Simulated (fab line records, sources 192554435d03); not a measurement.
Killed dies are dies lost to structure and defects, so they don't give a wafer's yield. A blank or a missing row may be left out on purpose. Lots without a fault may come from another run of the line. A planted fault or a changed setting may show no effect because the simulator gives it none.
Split-lot experiment | flow n5_finfet | 7 lots, 21 wafers read, on a route of 1938 steps

THE SPLIT
At N5_BEOL_M11_EXPOSE_08 (exposes mask M11), the setting dose_mj was moved away from the recipe's 53.75 on 7 of the 21 wafers read, by -5.6% to +7.1%. The other wafers ran this setting at the recipe's value.

FROM THE SPLIT TO THE READING: what the file shows between them, 10 steps
- N5_BEOL_M11_PEB_09: peb time 60 s
- N5_BEOL_M11_DEVELOP_10: develop time 30 s
- N5_BEOL_M11_CD_MEAS_11: target cd 64.1 nm
- N5_BEOL_M11_DESCUM_16: chemistry O2, time 7.9 s
- N5_BEOL_M11_ETCH_61: etches SiARC in CF4, target depth 39 nm, time 65 s
- N5_BEOL_M11_ETCH_62: etches SOC in N2/H2, target depth 110 nm, overetch 22 nm, time 165 s
- N5_BEOL_M11_STRIP_68: strips in N2/H2
- N5_BEOL_M11_STRIP_67: strips in CF4
- N5_BEOL_M11_HM_OPEN_17: chemistry Cl2/BCl3, target TiN, target depth 20 nm, overetch 6 nm
- N5_BEOL_M11_STRIP_19: strips in O2

THE READING
cd_nm, in nm, at N5_BEOL_M11_CD_MEAS_18 (pitch 140 nm, target cd 70 nm). Fault-free wafers of this fab line usually give 70.1 nm, standard deviation 0.49 nm.

wafer  | tool, chamber at the split | dose_mj as run | against the recipe | cd_nm, nm | against lot-mates on the recipe
L074.2 | arfi_scanner-03, 0         | 57.59          | +7.1%              | 74.5      | +4.2
L074.3 | arfi_scanner-03, 0         | 57.59          | +7.1%              | 74.5      | +4.2
L074.6 | arfi_scanner-03, 0         | 53.75          | recipe             | 70.3      | -
L078.4 | arfi_scanner-01, 0         | 53.75          | recipe             | 70.5      | -
L078.5 | arfi_scanner-01, 0         | 53.75          | recipe             | 70.5      | -
L078.6 | arfi_scanner-01, 0         | 53.75          | recipe             | 70.0      | -
L080.1 | arfi_scanner-03, 0         | 55.98          | +4.1%              | 71.9      | +2.0
L080.5 | arfi_scanner-03, 0         | 53.75          | recipe             | 69.9      | -
L080.6 | arfi_scanner-03, 0         | 55.98          | +4.1%              | 71.9      | +2.0
L081.3 | arfi_scanner-01, 0         | 53.75          | recipe             | 70.6      | -
L081.4 | arfi_scanner-01, 0         | 53.75          | recipe             | 70.7      | -
L081.5 | arfi_scanner-01, 0         | 50.76          | -5.6%              | 67.3      | -3.4
L089.2 | arfi_scanner-03, 0         | 54.91          | +2.2%              | 72.1      | +1.0
L089.4 | arfi_scanner-03, 0         | 53.75          | recipe             | 71.1      | -
L089.5 | arfi_scanner-03, 0         | 54.91          | +2.2%              | 71.4      | +0.3
L092.1 | arfi_scanner-02, 0         | 53.75          | recipe             | 70.0      | -
L092.3 | arfi_scanner-02, 0         | 53.75          | recipe             | 70.3      | -
L092.5 | arfi_scanner-02, 0         | 53.75          | recipe             | 70.5      | -
L095.1 | arfi_scanner-01, 0         | 53.75          | recipe             | 70.6      | -
L095.2 | arfi_scanner-01, 0         | 53.75          | recipe             | 70.7      | -
L095.3 | arfi_scanner-01, 0         | 53.75          | recipe             | 69.4      | -

THE FIT
A straight line over all 21 wafers: cd_nm changes by +0.539 nm for each +1% of dose_mj; r = +0.96; the points scatter about the line by 0.45 nm.
The same after taking each lot's own level away (the mean of its wafers on the recipe; 21 wafers): +0.564 nm for each +1%; r = +0.98; scatter 0.36 nm.
On that fit, the largest move of dose_mj shifts the reading by 4 nm.
The lots' own levels span 69.90 to 71.10 nm, that is 2.4 times the standard deviation above.
So the lot-to-lot level changes the slope little: the two slopes agree.
Check: with one of the wafers moved furthest among these (+7.1%) left out of the fit, the line predicts +3.85 nm for it against its lot-mates. It came out at +4.2 nm against them.

OTHER SPLITS ON THESE WAFERS
These wafers also went through other splits before the reading. Each is held against what the fit with the lots' levels taken away leaves over:
other split on the same wafers | wafers away from the commonest value | r with cd_nm (lot level and that fit taken away)
N5_BEOL_M9_COAT_60 spin_rpm    | 3                                    | -0.10
N5_BEOL_M10_COAT_60 spin_rpm   | 5                                    | +0.23
N5_BEOL_M11_COAT_05 spin_rpm   | 9                                    | -0.18

THE WHOLE CHAIN: every reading that the file lists as answering this split, in the file's order
step                   | what it does                                                         | reading                                                                | change (the file's fit)               | r (the file's)
N5_BEOL_M11_CD_MEAS_11 | target cd 64.1 nm                                                    | cd_nm                                                                  | +0.603 nm for each +1% of the setting | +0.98
N5_BEOL_M11_ETCH_61    | etches SiARC in CF4, target depth 39 nm, time 65 s                   | BEOL_M11.cd_offset_nm (the simulator's own value, which no gauge read) | +0.567 nm for each +1% of the setting | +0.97
N5_BEOL_M11_ETCH_62    | etches SOC in N2/H2, target depth 110 nm, overetch 22 nm, time 165 s | BEOL_M11.cd_offset_nm (the simulator's own value, which no gauge read) | +0.547 nm for each +1% of the setting | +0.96
N5_BEOL_M11_CD_MEAS_18 | pitch 140 nm, target cd 70 nm                                        | cd_nm                                                                  | +0.559 nm for each +1% of the setting | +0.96

THE FILE'S OWN FIT
cd_nm changes by +0.559 nm for each +1% of dose_mj, r = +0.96.
